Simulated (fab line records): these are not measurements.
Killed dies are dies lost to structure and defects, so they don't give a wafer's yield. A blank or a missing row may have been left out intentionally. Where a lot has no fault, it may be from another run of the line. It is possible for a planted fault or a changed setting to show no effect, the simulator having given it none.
fab line records	flow nand_harc
record lots=24	wafers=72	last_day=25
route steps=1159 shown P_M2@343 A_ONON_D1@446 A_CHANNEL_HOLE_D1@477 A_CHANNEL_FILL_D1@500
lots that met no fault: taken from a fault-free run of the same line
start_h: start of the lot's first displayed wafer, in hours after the record's first day	wait_h: hours since the lot's step before	" identical to the entry in the row above	L1.1+2: a single row standing in for several wafers	- no value present, or no start provided	* or withheld: withheld	< > ~ a bound
route shown NAME@n: NAME is a module with steps in the file, n the number in the route of the first one	usual: the fault-free wafers' mean and standard deviation	same: alike in all rows	chamber/n: place in a boat	sites: readings site by site	_std_site: the standard deviation of these	_edge_site: the outer-site mean with the inner-site mean subtracted	radius_mm: for every site, how far away it sits from the centre of the wafer	mask NAME#n: copy n	behind: the last tool/chamber to shape the wafer	hold: why the lot was held/for how many hours/how that ended	device: the n, p or np transistor that did not switch	end of line: the same wafers' tests at the end of the route	for a step that has no rows: nothing shown but its recipe	killed: at the first sort, the dies lost to defects and structure; wafer yield is something else	map: a wafer's dies, x killed, . not, _ none there
set.NAME: the setting that was run; set.NAME@STEP: the one run at that earlier step	model.NAME: the simulator's own value behind a step, which no gauge read
the route's steps for a sample of lots (tables are steps, rows are wafers)
services: from which hour (start_h, from the record's first day; less than 0 if before it) a tool's chamber was out of use, for how many hours, and why
## steps
# step NHARC_P_M2_ANNEAL_31
# recipe temp_c=225	time_s=90
# usual wafer_temp_C_max=226.0/0.33
lot.wafer	tool	chamber	start_h	wait_h	wafer_temp_C_max
L074.2	rtp_anneal-02	0	126.37	0.4	225.6
L074.3	"	0	"	"	225.6
L074.4	"	0	"	"	225.8
L075.1	rtp_anneal-02	0	142.34	0.3	225.7
L075.3	"	0	"	"	226.0
L075.4	"	0	"	"	225.8
L077.1	rtp_anneal-01	0	145.20	0.4	226.2
L077.3	"	0	"	"	226.5
L077.5	"	0	"	"	226.2
L076.1	rtp_anneal-01	0	145.51	0.6	226.6
L076.3	"	0	"	"	226.7
L076.6	"	0	"	"	226.8
L078.2	rtp_anneal-02	0	151.41	-	226.2
L078.5	"	0	"	"	225.9
L078.6	"	0	"	"	226.1
L079.1	rtp_anneal-02	0	152.22	0.3	225.9
L079.4	"	0	"	"	226.2
L079.5	"	0	"	"	225.8
L080.2	rtp_anneal-02	0	153.07	0.4	226.2
L080.5	"	0	"	"	225.4
L080.6	"	0	"	"	225.6
L081.2	rtp_anneal-02	0	174.19	0.3	225.9
L081.5	"	0	"	"	226.0
L081.6	"	0	"	"	225.7
L082.1	rtp_anneal-02	0	177.74	-	225.9
L082.2	"	0	"	"	225.8
L082.6	"	0	"	"	226.1
L083.3	rtp_anneal-01	0	178.79	-	225.9
L083.4	"	0	"	"	226.5
L083.5	"	0	"	"	226.3
L084.1	rtp_anneal-02	0	185.31	-	226.2
L084.5	"	0	"	"	225.9
L084.6	"	0	"	"	225.9
L085.2	rtp_anneal-02	0	185.73	0.3	225.7
L085.3	"	0	"	"	225.4
L085.4	"	0	"	"	225.5
L087.2	rtp_anneal-02	0	217.92	-	225.5
L087.3	"	0	"	"	225.6
L087.4	"	0	"	"	225.8
L086.3	rtp_anneal-02	0	218.78	0.4	225.6
L086.4	"	0	"	"	226.0
L086.6	"	0	"	"	225.9
L088.2	rtp_anneal-02	0	224.32	0.4	225.7
L088.5	"	0	"	"	225.9
L088.6	"	0	"	"	225.7
L089.3	rtp_anneal-02	0	225.00	-	226.1
L089.4	"	0	"	"	226.3
L089.5	"	0	"	"	226.2
L090.1	rtp_anneal-01	0	229.59	0.8	226.3
L090.3	"	0	"	"	226.2
L090.4	"	0	"	"	226.1
L091.2	rtp_anneal-01	0	232.65	-	226.5
L091.3	"	0	"	"	226.6
L091.4	"	0	"	"	226.2
L092.1	rtp_anneal-02	0	232.96	-	225.6
L092.2	"	0	"	"	225.8
L092.5	"	0	"	"	225.7
L093.2	rtp_anneal-01	0	239.11	-	226.0
L093.4	"	0	"	"	226.2
L093.5	"	0	"	"	226.5
L094.1	rtp_anneal-01	0	248.25	0.3	226.3
L094.3	"	0	"	"	226.6
L094.5	"	0	"	"	226.2
L095.2	rtp_anneal-02	0	255.33	-	225.5
L095.4	"	0	"	"	225.8
L095.6	"	0	"	"	226.1
L096.1	rtp_anneal-01	0	255.40	0.5	226.0
L096.3	"	0	"	"	226.1
L096.5	"	0	"	"	226.3
L097.2	rtp_anneal-02	0	259.37	-	225.9
L097.3	"	0	"	"	225.5
L097.4	"	0	"	"	225.8
# step NHARC_P_M2_CMP_23
# recipe t_overpolish_s=20	target_thk_nm=144.3
# usual motor_current_A=12.4/1.5	time_to_endpoint_s=30/3.2
lot.wafer	tool	chamber	start_h	wait_h	motor_current_A	time_to_endpoint_s
L074.4	cmp-03	2	126.66	-	15.7	27
L074.2	"	0	"	"	13.1	29
L074.3	"	1	"	"	12.1	27
L075.3	cmp-03	0	142.68	-	13.1	31
L075.4	"	1	"	"	13.2	29
L075.1	"	2	"	"	14.6	28
L077.3	cmp-02	0	145.57	-	9.8	33
L077.1	"	2	"	"	12.5	30
L077.5	"	3	"	"	12.5	31
L076.3	cmp-03	3	145.89	-	10.7	26
L076.1	"	0	"	"	13.5	29
L076.6	"	2	"	"	14.4	26
L078.2	cmp-03	2	151.78	-	14.5	28
L078.5	"	3	"	"	10.3	31
L078.6	"	0	"	"	13.2	29
L079.1	cmp-02	1	152.59	-	11.1	27
L079.4	"	3	"	"	12.0	33
L079.5	"	1	"	"	11.9	27
L080.2	cmp-03	0	153.42	-	12.6	31
L080.6	"	2	"	"	13.7	30
L080.5	"	3	"	"	10.4	31
L081.2	cmp-02	3	174.57	-	11.9	32
L081.6	"	0	"	"	9.1	37
L081.5	"	1	"	"	11.3	26
L082.1	cmp-02	0	178.08	-	9.3	36
L082.2	"	3	"	"	11.7	30
L082.6	"	1	"	"	11.8	28
L083.4	cmp-04	3	179.03	-	14.5	32
L083.3	"	1	"	"	12.7	27
L083.5	"	3	"	"	13.2	31
L084.1	cmp-03	1	185.66	-	13.1	27
L084.6	"	1	"	"	12.4	29
L084.5	"	2	"	"	14.2	25
L085.2	cmp-04	1	186.05	-	12.4	27
L085.4	"	2	"	"	12.7	33
L085.3	"	3	"	"	14.5	31
L087.4	cmp-03	3	218.21	-	10.7	27
L087.2	"	1	"	"	13.1	25
L087.3	"	2	"	"	14.9	24
L086.3	cmp-04	2	219.02	-	11.6	30
L086.4	"	1	"	"	11.7	27
L086.6	"	3	"	"	14.1	30
L088.2	cmp-04	2	224.61	-	12.8	31
L088.6	"	2	"	"	12.2	30
L088.5	"	3	"	"	13.3	31
L089.3	cmp-04	2	225.27	-	12.0	30
L089.4	"	3	"	"	14.4	29
L089.5	"	1	"	"	12.2	23
L090.1	cmp-04	2	229.94	-	12.1	33
L090.4	"	3	"	"	13.9	31
L090.3	"	0	"	"	12.1	36
L091.4	cmp-04	0	232.97	-	11.5	33
L091.2	"	1	"	"	12.5	25
L091.3	"	2	"	"	13.1	30
L092.2	cmp-03	0	233.61	-	13.1	33
L092.1	"	2	"	"	15.7	27
L092.5	"	0	"	"	11.6	35
L093.2	cmp-03	3	239.46	-	10.2	31
L093.4	"	1	"	"	12.0	28
L093.5	"	2	"	"	15.0	28
L094.3	cmp-03	0	248.59	-	13.3	34
L094.1	"	1	"	"	12.8	28
L094.5	"	0	"	"	12.9	32
L095.2	cmp-04	3	255.65	-	13.6	32
L095.4	"	1	"	"	11.9	26
L095.6	"	2	"	"	12.6	31
L096.1	cmp-04	0	255.82	-	11.6	36
L096.3	"	2	"	"	12.7	32
L096.5	"	3	"	"	14.5	33
L097.4	cmp-03	1	259.67	-	12.8	29
L097.3	"	2	"	"	14.2	27
L097.2	"	0	"	"	12.9	30
# step NHARC_A_ONON_D1_DEP_33
# recipe target_thk_a=2000	temp_c=400	pressure_torr=6.5	rf_w=900	teos_flow_sccm=161.4	flow_sccm=2650	target_thk_nm=200	gas=O2	material=SiO2
# usual heater_power_outer_w=270/62	heater_power_w=528/110	susceptor_temp_C=399.99/0.2	throttle_valve_pct=16.1/0.51
lot.wafer	tool	chamber	start_h	wait_h	heater_power_outer_w	heater_power_w	susceptor_temp_C	throttle_valve_pct
L074.3	pecvd-01	2	171.38	0.1	279	500	399.40	16.1
L074.2	"	1	"	"	239	479	400.19	15.8
L074.4	"	1	"	"	243	489	400.14	15.7
L075.1	pecvd-02	1	183.80	0.2	204	452	400.22	15.4
L075.3	"	2	"	"	394	745	400.04	15.7
L075.4	"	1	"	"	212	450	400.24	15.7
L077.1	pecvd-01	1	183.98	0.1	156	372	399.99	15.9
L077.3	"	0	"	"	227	408	400.04	16.8
L077.5	"	0	"	"	238	418	399.93	17.0
L076.1	pecvd-04	1	187.30	0.1	321	648	400.07	17.4
L076.3	"	2	"	"	252	501	399.97	17.3
L076.6	"	2	"	"	154	365	399.85	17.3
L079.1	pecvd-02	0	195.05	0.1	321	568	399.88	15.8
L079.4	"	1	"	"	188	424	399.63	15.9
L079.5	"	2	"	"	330	685	399.83	15.8
L080.2	pecvd-01	1	195.09	0.1	197	417	399.72	16.2
L080.6	"	2	"	"	309	535	399.86	16.2
L080.5	"	1	"	"	206	431	399.65	15.8
L078.2	pecvd-02	0	195.23	0.3	330	606	399.79	15.8
L078.5	"	1	"	"	205	446	399.97	15.8
L078.6	"	2	"	"	396	789	399.98	15.7
L082.2	pecvd-02	1	216.21	0.1	183	427	399.84	15.8
L082.1	"	2	"	"	328	688	400.09	15.6
L082.6	"	2	"	"	327	710	399.93	15.9
L081.2	pecvd-01	0	216.27	0.2	278	500	400.00	17.1
L081.6	"	0	"	"	302	501	399.78	17.2
L081.5	"	1	"	"	200	442	400.01	16.1
L083.3	pecvd-04	0	234.10	0.1	341	631	399.90	16.4
L083.5	"	0	"	"	342	644	400.28	16.7
L083.4	"	1	"	"	311	650	399.93	17.0
L084.1	pecvd-01	0	234.14	0.1	283	496	399.90	17.1
L084.5	"	0	"	"	286	501	399.76	17.0
L084.6	"	1	"	"	184	411	400.16	15.9
L085.2	pecvd-02	2	234.31	0.2	358	747	399.76	15.8
L085.3	"	0	"	"	322	572	399.89	15.6
L085.4	"	1	"	"	144	376	400.14	15.8
L087.3	pecvd-02	1	261.51	0.1	205	462	399.82	15.7
L087.2	"	2	"	"	296	664	400.34	15.5
L087.4	"	2	"	"	311	652	400.61	15.9
L086.3	pecvd-01	2	261.55	0.1	311	539	400.03	16.0
L086.6	"	2	"	"	322	562	400.32	16.1
L086.4	"	0	"	"	320	540	399.88	16.2
L088.2	pecvd-02	1	266.75	0.1	228	499	399.93	15.9
L088.5	"	1	"	"	237	496	400.04	16.0
L088.6	"	0	"	"	262	486	399.94	16.0
L089.3	pecvd-01	2	266.84	0.1	265	483	399.91	16.2
L089.4	"	1	"	"	223	473	400.12	15.2
L089.5	"	2	"	"	275	492	400.24	16.2
L090.3	pecvd-04	1	276.20	0.1	336	703	400.12	17.1
L090.1	"	2	"	"	228	459	400.46	16.6
L090.4	"	1	"	"	339	702	400.14	16.7
L092.2	pecvd-01	0	276.24	0.1	293	500	399.84	16.6
L092.1	"	1	"	"	221	449	399.85	15.5
L092.5	"	0	"	"	303	500	399.87	16.6
L091.2	pecvd-02	1	276.34	0.2	166	397	400.23	16.4
L091.3	"	0	"	"	322	590	400.14	15.8
L091.4	"	1	"	"	172	409	400.08	16.2
L093.2	pecvd-02	0	283.80	0.1	245	497	400.35	16.2
L093.5	"	1	"	"	235	487	399.57	15.9
L093.4	"	2	"	"	310	666	400.19	15.9
L094.3	pecvd-01	1	293.20	0.1	191	420	400.03	15.7
L094.1	"	2	"	"	267	493	400.29	16.4
L094.5	"	1	"	"	197	427	400.18	15.8
L096.1	pecvd-02	1	297.21	0.3	247	497	399.88	16.0
L096.3	"	2	"	"	340	697	399.80	15.8
L096.5	"	1	"	"	154	385	400.10	15.7
L095.2	pecvd-01	2	297.62	0.7	239	442	400.36	16.2
L095.4	"	1	"	"	252	490	399.96	15.5
L095.6	"	2	"	"	242	459	399.92	16.3
L097.3	pecvd-04	1	301.01	0.1	374	738	400.19	17.2
L097.2	"	2	"	"	172	370	399.96	16.8
L097.4	"	1	"	"	381	745	399.86	16.9
# step NHARC_A_CHANNEL_HOLE_D1_ETCH_25
# recipe bias_v=5000	source_w=withheld	pressure_mtorr=20	time_s=1040.2	ar_flow_sccm=375	c4f8_flow_sccm=93.8	o2_flow_sccm=31.2	temp_c=-20	target_depth_a=15000	chemistry=C4F8/O2/Ar
# usual drypump_motor_current_A=5.53/0.29	esc_clamp_current_uA=0.0212/0.00058	showerhead_plenum_p_Torr=3.76/0.12	throttle_valve_pct=32.234/0.0093
lot.wafer	tool	chamber	start_h	wait_h	drypump_motor_current_A	esc_clamp_current_uA	rf_hours_counter_h	showerhead_plenum_p_Torr	throttle_valve_pct
L074.2	har_etch-01	0	179.67	0.6	5.08	0.0213	197	3.59	32.229
L074.3	"	0	"	"	5.06	0.0213	-	3.60	32.221
L074.4	"	1	"	"	5.60	0.0203	-	3.82	32.247
L075.1	har_etch-01	1	192.80	0.6	5.59	0.0202	203	3.81	32.217
L075.4	"	1	"	"	5.63	0.0203	-	3.81	32.227
L075.3	"	0	"	"	5.10	0.0213	-	3.59	32.230
L077.1	har_etch-02	0	194.06	0.7	5.61	0.0218	106	3.87	32.246
L077.3	"	1	"	"	5.88	0.0216	-	3.87	32.231
L077.5	"	1	"	"	5.90	0.0215	-	3.87	32.254
L076.1	har_etch-01	0	196.96	0.6	5.09	0.0212	207	3.59	32.227
L076.3	"	0	"	"	5.08	0.0213	-	3.59	32.232
L076.6	"	1	"	"	5.59	0.0203	-	3.81	32.238
L079.1	har_etch-02	0	202.31	0.6	5.63	0.0218	110	3.87	32.247
L079.4	"	1	"	"	5.92	0.0215	-	3.87	32.240
L079.5	"	1	"	"	5.88	0.0216	-	3.87	32.240
L080.2	har_etch-01	1	202.89	0.6	5.60	0.0203	211	3.81	32.234
L080.6	"	1	"	"	5.60	0.0203	-	3.81	32.243
L080.5	"	0	"	"	5.08	0.0214	-	3.59	32.238
L078.2	har_etch-02	0	206.60	0.7	5.62	0.0218	114	3.86	32.237
L078.5	"	1	"	"	5.89	0.0216	-	3.86	32.223
L078.6	"	0	"	"	5.62	0.0219	-	3.86	32.233
L082.2	har_etch-02	0	223.82	0.6	5.64	0.0218	119	3.86	32.241
L082.1	"	1	"	"	5.87	0.0216	119	3.86	32.237
L082.6	"	0	"	"	5.66	0.0218	-	3.86	32.243
L081.2	har_etch-01	0	225.21	0.6	5.08	0.0213	218	3.58	32.234
L081.5	"	0	"	"	5.09	0.0213	-	3.58	32.244
L081.6	"	1	"	"	5.61	0.0203	-	3.80	32.233
L084.1	har_etch-01	0	242.62	0.6	5.10	0.0213	224	3.58	32.220
L084.5	"	0	"	"	5.09	0.0213	-	3.58	32.234
L084.6	"	1	"	"	5.59	0.0203	-	3.80	32.228
L083.4	har_etch-02	1	242.74	0.7	5.89	0.0216	-	3.86	32.252
L083.3	"	0	"	"	5.59	0.0218	-	3.86	32.231
L083.5	"	0	"	"	5.66	0.0218	-	3.86	32.240
L085.2	har_etch-02	1	246.76	0.7	5.88	0.0216	130	3.85	32.226
L085.3	"	0	"	"	5.59	0.0219	-	3.85	32.222
L085.4	"	1	"	"	5.89	0.0216	-	3.85	32.223
L087.2	har_etch-02	0	269.08	0.6	5.60	0.0218	134	3.85	32.240
L087.3	"	0	"	"	5.59	0.0219	-	3.85	32.240
L087.4	"	1	"	"	5.88	0.0216	-	3.85	32.222
L086.4	har_etch-01	0	269.44	0.7	5.09	0.0213	-	3.58	32.234
L086.3	"	1	"	"	5.60	0.0203	-	3.80	32.214
L086.6	"	0	"	"	5.10	0.0214	-	3.58	32.228
L088.2	har_etch-01	0	275.55	0.6	5.07	0.0213	237	3.57	32.236
L088.6	"	0	"	"	5.08	0.0214	-	3.57	32.237
L088.5	"	1	"	"	5.61	0.0204	-	3.79	32.239
L089.3	har_etch-02	0	276.95	0.7	5.62	0.0218	-	3.85	32.227
L089.4	"	1	"	"	5.87	0.0216	-	3.85	32.239
L089.5	"	0	"	"	5.65	0.0218	-	3.85	32.223
L090.1	har_etch-01	1	285.15	0.7	5.57	0.0203	241	3.79	32.240
L090.4	"	0	"	"	5.09	0.0214	-	3.57	32.241
L090.3	"	1	"	"	5.59	0.0203	-	3.79	32.243
L091.2	har_etch-01	0	289.18	0.6	5.08	0.0213	245	3.57	32.242
L091.3	"	0	"	"	5.09	0.0213	-	3.57	32.237
L091.4	"	1	"	"	5.58	0.0203	-	3.79	32.252
L092.2	har_etch-02	0	291.69	0.7	5.60	0.0219	143	3.85	32.222
L092.1	"	1	"	"	5.86	0.0217	143	3.85	32.234
L092.5	"	0	"	"	5.59	0.0218	-	3.85	32.221
L093.2	har_etch-01	1	295.05	0.6	5.60	0.0204	250	3.79	32.215
L093.4	"	0	"	"	5.11	0.0213	-	3.57	32.230
L093.5	"	0	"	"	5.09	0.0214	-	3.57	32.230
L094.1	har_etch-01	0	300.90	0.6	5.08	0.0214	254	3.56	32.242
L094.3	"	1	"	"	5.61	0.0203	-	3.78	32.218
L094.5	"	0	"	"	5.08	0.0214	-	3.56	32.232
L096.1	har_etch-02	0	304.91	0.7	5.65	0.0218	153	3.84	32.222
L096.3	"	1	"	"	5.85	0.0216	-	3.84	32.222
L096.5	"	0	"	"	5.64	0.0219	-	3.84	32.217
L095.2	har_etch-01	0	307.28	0.7	5.10	0.0214	258	3.56	32.249
L095.4	"	0	"	"	5.08	0.0213	-	3.56	32.218
L095.6	"	1	"	"	5.61	0.0204	-	3.78	32.246
L097.2	har_etch-02	1	311.83	0.6	5.91	0.0216	158	3.84	32.234
L097.4	"	0	"	"	5.58	0.0219	-	3.84	32.223
L097.3	"	1	"	"	5.91	0.0217	-	3.84	32.244
# step NHARC_A_CHANNEL_FILL_D1_ETCHBACK_20
# recipe target_depth_a=270	time_s=13.5	c4f8_flow_sccm=withheld	o2_flow_sccm=8	ar_flow_sccm=withheld	rf_w=600	bias_w=1500	chemistry=C4F8/O2/Ar
# usual oes_product_au=0.97/0.038	rf_vpp_V=979/6.7
lot.wafer	tool	chamber	start_h	wait_h	oes_product_au	rf_hours_counter_h	rf_vpp_V
L074.3	rie_diel-02	0	206.52	-	0.98	1	972
L074.2	"	1	"	"	1.01	1	981
L074.4	"	2	"	"	1.02	1	989
L075.3	rie_diel-13	3	219.70	-	0.93	3	980
L075.1	"	0	"	"	0.94	3	971
L075.4	"	2	"	"	0.93	-	987
L077.1	rie_diel-02	2	219.72	-	1.01	2	988
L077.3	"	3	"	"	0.98	1	989
L077.5	"	1	"	"	1.01	-	983
L076.1	rie_diel-02	3	224.88	-	0.99	2	989
L076.3	"	0	"	"	0.98	2	973
L076.6	"	2	"	"	1.01	-	989
L079.4	rie_diel-02	0	229.65	-	0.99	2	974
L079.1	"	2	"	"	1.02	2	988
L079.5	"	0	"	"	0.99	-	974
L080.2	rie_diel-13	0	229.66	-	0.93	3	969
L080.6	"	2	"	"	0.93	-	985
L080.5	"	0	"	"	0.93	-	969
L078.2	rie_diel-13	3	233.47	-	0.93	3	981
L078.5	"	3	"	"	0.93	-	980
L078.6	"	2	"	"	0.94	-	986
L081.2	rie_diel-05	2	254.42	-	1.00	17	973
L081.5	"	1	"	"	0.99	-	974
L081.6	"	2	"	"	1.00	-	973
L082.1	rie_diel-13	0	254.42	-	1.01	4	970
L082.2	"	1	"	"	0.99	3	981
L082.6	"	3	"	"	0.99	-	980
L084.1	rie_diel-13	3	270.93	-	0.98	3	981
L084.6	"	0	"	"	1.00	-	969
L084.5	"	2	"	"	1.00	-	987
L083.4	rie_diel-02	0	270.93	-	0.91	4	972
L083.3	"	1	"	"	0.93	5	983
L083.5	"	1	"	"	0.92	-	982
L085.2	rie_diel-13	2	274.20	-	1.00	4	986
L085.3	"	3	"	"	0.99	4	982
L085.4	"	0	"	"	1.01	-	970
L087.3	rie_diel-02	2	299.37	-	0.94	6	989
L087.4	"	3	"	"	0.90	6	987
L087.2	"	0	"	"	0.90	5	973
L086.4	rie_diel-13	3	299.37	-	0.98	0	983
L086.3	"	0	"	"	1.00	0	970
L086.6	"	2	"	"	1.00	-	984
L089.3	rie_diel-02	2	304.63	-	0.95	6	989
L089.4	"	0	"	"	0.92	5	973
L089.5	"	2	"	"	0.95	-	988
L088.2	rie_diel-13	1	304.64	-	0.99	1	982
L088.5	"	2	"	"	1.00	-	985
L088.6	"	3	"	"	1.00	-	979
L090.4	rie_diel-02	3	312.44	-	0.91	6	987
L090.1	"	0	"	"	0.90	5	973
L090.3	"	2	"	"	0.94	6	990
L091.4	rie_diel-13	0	317.47	-	0.98	1	971
L091.2	"	1	"	"	0.99	1	981
L091.3	"	2	"	"	0.99	1	984
L092.1	rie_diel-05	0	317.47	-	0.92	31	970
L092.2	"	1	"	"	0.90	32	975
L092.5	"	3	"	"	0.94	-	972
L093.2	rie_diel-13	1	324.10	-	1.02	1	981
L093.4	"	2	"	"	1.00	1	986
L093.5	"	3	"	"	1.00	-	981
L094.1	rie_diel-05	1	328.01	-	0.92	34	974
L094.3	"	2	"	"	0.93	33	973
L094.5	"	1	"	"	0.90	-	974
L095.4	rie_diel-13	3	332.13	-	1.01	1	981
L095.2	"	1	"	"	1.02	1	982
L095.6	"	3	"	"	1.01	-	981
L096.1	rie_diel-05	2	332.13	-	0.93	33	972
L096.3	"	1	"	"	0.91	34	973
L096.5	"	3	"	"	0.94	-	972
L097.3	rie_diel-13	3	338.51	-	0.95	1	982
L097.2	"	0	"	"	0.96	1	970
L097.4	"	1	"	"	0.96	1	981
# step NHARC_A_CHANNEL_FILL_D1_INSPECT_13
# usual raw_defect_count=320/120
lot.wafer	tool	chamber	start_h	wait_h	raw_defect_count
L074.2	defect_inspect-02	-	230.41	0.1	290
L074.3	"	-	"	"	251
L074.4	"	-	"	"	179
L075.1	defect_inspect-01	-	246.27	0.2	291
L075.3	"	-	"	"	588
L075.4	"	-	"	"	490
L077.1	defect_inspect-02	-	246.44	0.2	304
L077.3	"	-	"	"	341
L077.5	"	-	"	"	214
L079.1	defect_inspect-02	-	250.84	0.2	199
L079.4	"	-	"	"	219
L079.5	"	-	"	"	226
L076.1	defect_inspect-01	-	250.98	0.2	154
L076.3	"	-	"	"	288
L076.6	"	-	"	"	221
L078.2	defect_inspect-01	-	256.69	0.2	278
L078.5	"	-	"	"	266
L078.6	"	-	"	"	251
L080.2	defect_inspect-02	-	256.70	0.2	221
L080.5	"	-	"	"	147
L080.6	"	-	"	"	282
L082.1	defect_inspect-01	-	279.57	0.2	431
L082.2	"	-	"	"	361
L082.6	"	-	"	"	448
L081.2	defect_inspect-01	-	279.74	0.1	402
L081.5	"	-	"	"	397
L081.6	"	-	"	"	269
L084.1	defect_inspect-02	-	295.64	0.2	457
L084.5	"	-	"	"	870
L084.6	"	-	"	"	407
L083.3	defect_inspect-01	-	295.69	0.1	364
L083.4	"	-	"	"	245
L083.5	"	-	"	"	218
L085.2	defect_inspect-01	-	299.89	0.1	291
L085.3	"	-	"	"	189
L085.4	"	-	"	"	224
L087.2	defect_inspect-01	-	322.75	0.1	522
L087.3	"	-	"	"	380
L087.4	"	-	"	"	541
L086.3	defect_inspect-01	-	322.92	0.1	214
L086.4	"	-	"	"	294
L086.6	"	-	"	"	247
L089.3	defect_inspect-02	-	328.10	0.1	257
L089.4	"	-	"	"	378
L089.5	"	-	"	"	470
L088.2	defect_inspect-01	-	328.25	0.1	290
L088.5	"	-	"	"	390
L088.6	"	-	"	"	410
L090.1	defect_inspect-02	-	336.16	0.2	187
L090.3	"	-	"	"	254
L090.4	"	-	"	"	159
L092.1	defect_inspect-01	-	342.99	0.2	411
L092.2	"	-	"	"	391
L092.5	"	-	"	"	529
L091.2	defect_inspect-02	-	342.99	0.1	256
L091.3	"	-	"	"	410
L091.4	"	-	"	"	201
L093.2	defect_inspect-02	-	349.53	0.1	328
L093.4	"	-	"	"	540
L093.5	"	-	"	"	439
L094.1	defect_inspect-01	-	352.92	0.2	212
L094.3	"	-	"	"	181
L094.5	"	-	"	"	338
L096.1	defect_inspect-02	-	355.86	0.2	276
L096.3	"	-	"	"	267
L096.5	"	-	"	"	228
L095.2	defect_inspect-01	-	355.86	0.1	302
L095.4	"	-	"	"	303
L095.6	"	-	"	"	283
L097.2	defect_inspect-01	-	362.34	0.1	238
L097.3	"	-	"	"	250
L097.4	"	-	"	"	464
## services
tool	chamber	start_h	hours	kind
cmp-04	-	105.00	4.0	pm
cmp-04	-	128.46	0.8	repair
pecvd-02	-	153.02	13.0	pm
cmp-03	-	156.00	4.0	pm
cmp-04	-	164.54	1.4	repair
pecvd-02	2	166.70	16.5	repair
cmp-04	-	203.00	4.0	pm
pecvd-01	2	205.87	15.4	repair
rie_diel-13	1	219.17	28.8	repair
rie_diel-13	3	224.05	9.2	repair
rie_diel-13	0	224.48	4.3	repair
pecvd-01	-	237.13	13.0	pm
cmp-04	-	249.01	1.4	repair
cmp-03	-	254.00	4.0	pm
rie_diel-13	1	266.29	8.9	repair
rie_diel-13	-	276.00	9.0	pm
pecvd-02	0	285.00	13.4	repair
pecvd-02	-	292.89	1.9	repair
rtp_anneal-02	-	300.00	12.0	pm
cmp-04	-	300.10	0.7	repair
cmp-04	-	301.00	4.0	pm
har_etch-01	-	308.40	17.0	pm
cmp-04	-	308.98	4.5	repair
pecvd-02	-	334.02	13.0	pm
## key
fault none
